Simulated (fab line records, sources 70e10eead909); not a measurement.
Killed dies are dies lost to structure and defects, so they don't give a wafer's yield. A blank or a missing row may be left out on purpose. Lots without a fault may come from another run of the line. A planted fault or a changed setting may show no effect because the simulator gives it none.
Which tool did it? | flow nand_harc | 14 lots, 42 wafers sampled, at 5 steps of a route of 1302

WHAT THE GAUGES READ, wafer by wafer
NHARC_END_SORT_01.
lot  | measured     | on        | defect_limited_yield (%) | killed_at_array | killed_at_other | killed_at_periphery | killed_dies | killed_open | killed_short
L987 | day 24 08:58 | prober-02 | 96.5 96.5 97.3           | 21 22 18        | 0 0 0           | 3 2 0               | 24 24 18    | 1 1 2       | 2 3 0
L990 | day 25 07:28 | prober-02 | 92.5 93.4 93.9           | 45 40 35        | 0 0 1           | 6 5 5               | 51 45 41    | 4 5 4       | 2 6 1
L991 | day 26 04:05 | prober-01 | 90.8 88.9 89.8           | 62 75 65        | 0 0 0           | 0 0 4               | 62 75 69    | 2 1 3       | 2 1 2
L992 | day 27 07:38 | prober-01 | 91.1 92.0 90.0           | 53 52 63        | 3 1 3           | 4 1 2               | 60 54 68    | 7 4 3       | 6 2 4
L994 | day 27 08:28 | prober-02 | 88.8 87.1 89.5           | 66 75 67        | 1 2 1           | 9 10 3              | 76 87 71    | 3 4 4       | 1 4 2
L993 | day 27 16:59 | prober-01 | 92.2 93.1 92.2           | 47 39 44        | 3 3 1           | 3 5 8               | 53 47 53    | 3 1 2       | 4 0 4
L106 | day 31 23:03 | prober-01 | 92.9 93.4 94.4           | 44 42 36        | 1 1 1           | 3 2 1               | 48 45 38    | 3 1 3       | 4 3 1
L105 | day 31 17:56 | prober-02 | 90.7 88.2 87.0           | 61 75 81        | 0 0 4           | 2 5 3               | 63 80 88    | 3 1 3       | 3 2 4
L107 | day 32 19:13 | prober-01 | 87.4 90.1 88.5           | 78 60 72        | 0 0 0           | 7 7 6               | 85 67 78    | 3 5 1       | 5 3 3
L108 | day 33 12:05 | prober-02 | 91.9 90.7 90.7           | 50 61 60        | 1 0 2           | 4 2 1               | 55 63 63    | 2 4 1       | 1 3 3
L109 | day 34 02:20 | prober-01 | 93.6 93.2 93.9           | 38 40 39        | 0 2 1           | 5 4 1               | 43 46 41    | 1 1 2       | 4 3 1
L110 | day 34 17:55 | prober-02 | 90.8 90.8 91.9           | 58 57 52        | 3 1 0           | 1 4 3               | 62 62 55    | 0 8 4       | 3 1 2

WHICH TOOL RAN EACH LOT (tool, then ch and the chambers of the sampled wafers, then the start)
lot  | NHARC_A_STAIRCASE_DESCUM_312       | NHARC_A_STAIRCASE_ETCH_315                    | NHARC_A_STAIRCASE_DEP_322       | NHARC_A_STAIRCASE_DEP_325
L987 | rie_diel-12 ch 1,2, day 16 17:34   | rie_diel-12 ch 0,1,3, day 17 17:25 or earlier | pecvd-01 ch 1,2, day 17 17:25   | pecvd-03 ch 0,1,2, day 18 03:28
L990 | rie_diel-09 ch 1,2,3, day 17 20:30 | rie_diel-09 ch 0,2,3, day 19 05:19 or earlier | pecvd-02 ch 0,1,2, day 19 05:19 | pecvd-02 ch 0,2, day 19 09:42
L991 | rie_diel-02 ch 0,2,3, day 18 20:31 | rie_diel-02 ch 1,2, day 19 21:49 or earlier   | pecvd-03 ch 0,1,2, day 19 21:49 | pecvd-03 ch 0,1,2, day 20 05:09
L992 | rie_diel-12 ch 0,1,2, day 19 03:30 | rie_diel-12 ch 0,2, day 20 04:28 or earlier   | pecvd-02 ch 1,2, day 20 04:28   | pecvd-02 ch 0,1,2, day 20 12:26
L994 | rie_diel-09 ch 0,1,2, day 19 21:44 | rie_diel-09 ch 1,3, day 20 20:41 or earlier   | pecvd-02 ch 0,2, day 20 20:41   | pecvd-01 ch 0,1,2, day 21 03:56
L993 | rie_diel-02 ch 1,3, day 19 22:20   | rie_diel-02 ch 1,3, day 20 20:41 or earlier   | pecvd-03 ch 0,1,2, day 20 20:41 | pecvd-02 ch 1,2, day 21 03:55
L995 | rie_diel-09 ch 1,3, day 20 18:28   | rie_diel-09 ch 1,2, day 21 17:29 or earlier   | pecvd-02 ch 0,1,2, day 21 17:29 | -
L997 | rie_diel-09 ch 0,1,3, day 21 05:25 | rie_diel-09 ch 0,1,3, day 22 04:59 or earlier | pecvd-03 ch 0,1,2, day 22 04:59 | -
L106 | rie_diel-09 ch 0,1, day 24 11:10   | rie_diel-09 ch 0,3, day 25 09:41 or earlier   | pecvd-03 ch 0,1,2, day 25 09:41 | pecvd-01 ch 0,1, day 25 18:20
L105 | rie_diel-02 ch 0,1,2, day 24 11:29 | rie_diel-02 ch 0,1,2, day 25 09:29 or earlier | pecvd-01 ch 0,1,2, day 25 09:29 | pecvd-03 ch 0,1,2, day 25 18:08
L107 | rie_diel-09 ch 0,3, day 25 08:32   | rie_diel-09 ch 0,1,3, day 26 08:20 or earlier | pecvd-02 ch 0,2, day 26 08:20   | pecvd-03 ch 0,1, day 26 18:29
L108 | rie_diel-12 ch 0,1, day 26 01:36   | rie_diel-12 ch 0,1, day 27 04:28 or earlier   | pecvd-02 ch 0,1, day 27 04:28   | pecvd-02 ch 0,1,2, day 27 12:06
L109 | rie_diel-12 ch 2,3, day 26 14:23   | rie_diel-12 ch 0,2, day 27 15:38 or earlier   | pecvd-02 ch 0,1,2, day 27 15:38 | pecvd-02 ch 0,1, day 27 23:50
L110 | rie_diel-12 ch 0,3, day 26 16:07   | rie_diel-12 ch 0,3, day 27 23:33 or earlier   | pecvd-01 ch 0,1,2, day 27 23:33 | pecvd-01 ch 0,1,2, day 28 07:10
- NHARC_A_STAIRCASE_DESCUM_312: chemistry O2, time 3 s.
- NHARC_A_STAIRCASE_ETCH_315: etches the open film in C4F8/O2/Ar, target depth 2500 nm, time 607.1 s.
- NHARC_A_STAIRCASE_DEP_322: deposits SiO2, target thk 7200 nm.
- NHARC_A_STAIRCASE_DEP_325: deposits SiO2, target thk 7200 nm.

WHAT THE TOOLS THEMSELVES READ (means of the sampled wafers that have a number; where no wafer has one, the mark that the record gives instead)
NHARC_A_STAIRCASE_DESCUM_312.
lot  | tool        | drypump_motor_current_A (A) | oes_product_au (a.u.) | rf_vpp_V (V) | showerhead_plenum_p_Torr (Torr) | throttle_valve_pct (%)
L987 | rie_diel-12 | 5.73                        | 1.017                 | 58.0         | 1.96                            | 11.310
L990 | rie_diel-09 | 6.05                        | 1.006                 | 58.4         | 1.94                            | 11.313
L991 | rie_diel-02 | 5.72                        | 1.001                 | 58.5         | 1.96                            | 11.314
L992 | rie_diel-12 | 5.74                        | 1.007                 | 58.4         | 1.94                            | 11.313
L994 | rie_diel-09 | 6.11                        | 0.993                 | 58.3         | 1.92                            | 11.316
L993 | rie_diel-02 | 5.50                        | 0.994                 | 57.4         | 1.87                            | 11.314
L995 | rie_diel-09 | 5.85                        | 1.012                 | 57.8         | 1.91                            | 11.311
L997 | rie_diel-09 | 5.90                        | 1.013                 | 58.6         | 1.95                            | 11.311
L106 | rie_diel-09 | 5.95                        | 0.994                 | 57.5         | 1.93                            | 11.308
L105 | rie_diel-02 | 5.84                        | 0.994                 | 57.1         | 1.89                            | 11.314
L107 | rie_diel-09 | 5.90                        | 1.011                 | 58.0         | 2.01                            | 11.306
L108 | rie_diel-12 | 5.75                        | 0.997                 | 58.0         | 1.91                            | 11.310
L109 | rie_diel-12 | 5.73                        | 1.004                 | 57.8         | 1.98                            | 11.319
L110 | rie_diel-12 | 5.83                        | 0.991                 | 58.5         | 2.01                            | 11.308

NHARC_A_STAIRCASE_ETCH_315.
lot  | tool        | bias_w (W) | oes_product_au (a.u.) | rf_vpp_V (V)
L987 | rie_diel-12 | 3003       | 0.935                 | 1823
L990 | rie_diel-09 | 2994       | 0.938                 | 1835
L991 | rie_diel-02 | 3004       | 0.927                 | 1819
L992 | rie_diel-12 | 2997       | 0.937                 | 1833
L994 | rie_diel-09 | 3010       | 0.935                 | 1828
L993 | rie_diel-02 | 3001       | 0.917                 | 1821
L995 | rie_diel-09 | 3004       | 0.933                 | 1824
L997 | rie_diel-09 | 2997       | 0.934                 | 1832
L106 | rie_diel-09 | 2993       | 0.933                 | 1837
L105 | rie_diel-02 | 3008       | 0.937                 | 1824
L107 | rie_diel-09 | 2997       | 0.940                 | 1831
L108 | rie_diel-12 | 3008       | 0.921                 | 1827
L109 | rie_diel-12 | 2997       | 0.932                 | 1827
L110 | rie_diel-12 | 3002       | 0.926                 | 1833

NHARC_A_STAIRCASE_DEP_322.
lot  | tool     | heater_power_outer_w (W) | heater_power_w (W)
L987 | pecvd-01 | 372                      | 635
L990 | pecvd-02 | 354                      | 628
L991 | pecvd-03 | 328                      | 599
L992 | pecvd-02 | 345                      | 638
L994 | pecvd-02 | 356                      | 669
L993 | pecvd-03 | 350                      | 631
L995 | pecvd-02 | -                        | -
L997 | pecvd-03 | -                        | -
L106 | pecvd-03 | 357                      | 641
L105 | pecvd-01 | 399                      | 682
L107 | pecvd-02 | 302                      | 580
L108 | pecvd-02 | 399                      | 661
L109 | pecvd-02 | 352                      | 635
L110 | pecvd-01 | 337                      | 607

NHARC_A_STAIRCASE_DEP_325.
lot  | tool     | heater_power_outer_w (W) | heater_power_w (W)
L987 | pecvd-03 | 364                      | 646
L990 | pecvd-02 | 298                      | 578
L991 | pecvd-03 | 328                      | 604
L992 | pecvd-02 | 354                      | 644
L994 | pecvd-01 | 353                      | 597
L993 | pecvd-02 | 321                      | 598
L106 | pecvd-01 | 359                      | 620
L105 | pecvd-03 | 431                      | 725
L107 | pecvd-03 | 391                      | 675
L108 | pecvd-02 | 346                      | 629
L109 | pecvd-02 | 378                      | 641
L110 | pecvd-01 | 345                      | 599

THE ANSWER, worked out from the rows above alone
Rule: what is usual is taken from the lots themselves. Put in order of their means at a reading, lots are off if they are a third of the lots or fewer, leave a main group of 4 or more, and stand apart from it by a gap of 3 or more times the standard deviation of the main group's means; of several such gaps the widest counts. A main group whose means are all the same, to the digits that the tables above print for the reading, isn't used. A lot without any number at a reading at which 4 lots or more have one is off too. The other lots that the step has rows for count as sound. The gauges are gone through in route order, then the tools' own readings, and for those a lot's mean is taken as printed above. The first step at which some lot is off is used, and at that step the reading that is off furthest; a lot without a number counts as furthest.
Off: L995, L997, at NHARC_A_STAIRCASE_DEP_322 (heater_power_outer_w). Without a number there: L995, L997. The main group: mean 354 W, standard deviation 26.
A tool fits if, at that step or a process step before it, it ran every lot that is off, and no sound lot after the first of them. NHARC_A_STAIRCASE_ETCH_315 gives no start for some lots, so the hours and the order of its lots are those of NHARC_A_STAIRCASE_DEP_322. None of those tried fits.

WHAT THE SIMULATOR HAD PUT IN
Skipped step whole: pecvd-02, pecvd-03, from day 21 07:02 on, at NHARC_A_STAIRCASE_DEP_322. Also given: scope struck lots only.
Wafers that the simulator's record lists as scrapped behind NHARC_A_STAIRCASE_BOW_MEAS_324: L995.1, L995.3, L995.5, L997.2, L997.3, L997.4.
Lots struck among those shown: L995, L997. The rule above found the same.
